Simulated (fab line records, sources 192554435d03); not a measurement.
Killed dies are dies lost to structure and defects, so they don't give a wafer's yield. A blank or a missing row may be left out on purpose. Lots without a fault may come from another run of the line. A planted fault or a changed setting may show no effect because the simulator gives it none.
Problem report in the 8D (eight disciplines) form, filled by code | flow n5_finfet | the parts of the form that need people (team, actions taken, sign-off) are left out

1. THE PROBLEM
run_length_s at N5_PASSIVATION_PECVD_53 reads a mean of 156.3 s on 3 wafers of 2 lots; wafers without a fault read 197.0 s with a standard deviation of 0.73. That is -56 standard deviations from the usual mean.
The step: deposits SiO2 from TEOS/O2, target thk 800 nm, time 169.4 s.
First seen on wafer L668.4, day 12 14:02, on pecvd-04. The record holds 18 wafers of 6 lots with a number at this step. Rule for "out", or "out of limits": more than 4 standard deviations from the usual mean. The other wafers with a number count as sound.

2. WHAT IT IS AND WHAT IT IS NOT
question                    | is                     | is not
which readings at this step | run_length_s           | -
which lots                  | L668, L670             | L679, L681, L684, L687
which wafers of those lots  | L668.4, L670.2, L670.4 | L668.3, L668.6, L670.6
read on which tools         | pecvd-04               | pecvd-02
when                        | from day 12 14:02      | up to then (2 sound wafers); but 13 sound wafers of L670, L679, L681, L684, L687 came after

3. SUSPECTS, AND WHAT RULES EACH OUT
Counting: a tool at a process step up to the reading stays a suspect if it ran every lot that is out. Sound lots after the first of them don't rule it out here, since some wafers of a struck lot are sound.
- rie_diel-02 at N5_PASSIVATION_DESCUM_32 (chemistry O2, time 7.9 s): kept. It ran every lot that is out, first L668 (day 12 12:25).
- pecvd-04 at N5_PASSIVATION_PECVD_53 (deposits SiO2 from TEOS/O2, target thk 800 nm, time 169.4 s): kept. It ran every lot that is out, first L668 (day 12 14:02). Its own readings are out on those wafers: run_length_s.
- Within rie_diel-02 at N5_PASSIVATION_DESCUM_32: the wafers that are out ran in chambers 0, 2; their sound lot-mates ran in chambers 1, 3.
Left after counting: rie_diel-02 at N5_PASSIVATION_DESCUM_32, pecvd-04 at N5_PASSIVATION_PECVD_53.

4. THE CAUSE (what the simulator had put in)
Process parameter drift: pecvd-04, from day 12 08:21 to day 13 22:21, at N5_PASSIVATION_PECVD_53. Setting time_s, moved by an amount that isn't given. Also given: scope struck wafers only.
Counting left 2 suspects, and this tool is among them.

5. THE CHAIN OF EFFECTS, in route order
Each row: a reading whose mean over the struck wafers that have a number lies more than 3 standard deviations from the usual. Only readings for which the record gives a usual standard deviation are gone through. hours: the time from each lot's start at the first step in this table that gives one to its start at this step, as a median over the lots. sigmas: the change in usual standard deviations.
hours | step                    | reading      | usual   | on struck wafers | change | sigmas
0     | N5_PASSIVATION_PECVD_53 | run_length_s | 197.0 s | 156.3            | -40.7  | -56
The process steps in it:
- N5_PASSIVATION_PECVD_53: deposits SiO2 from TEOS/O2, target thk 800 nm, time 169.4 s.

6. WHAT WOULD HAVE CAUGHT IT SOONER
In this record the first reading out of limits was taken at day 12 14:02, 6 hours after the fault began at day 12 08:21.
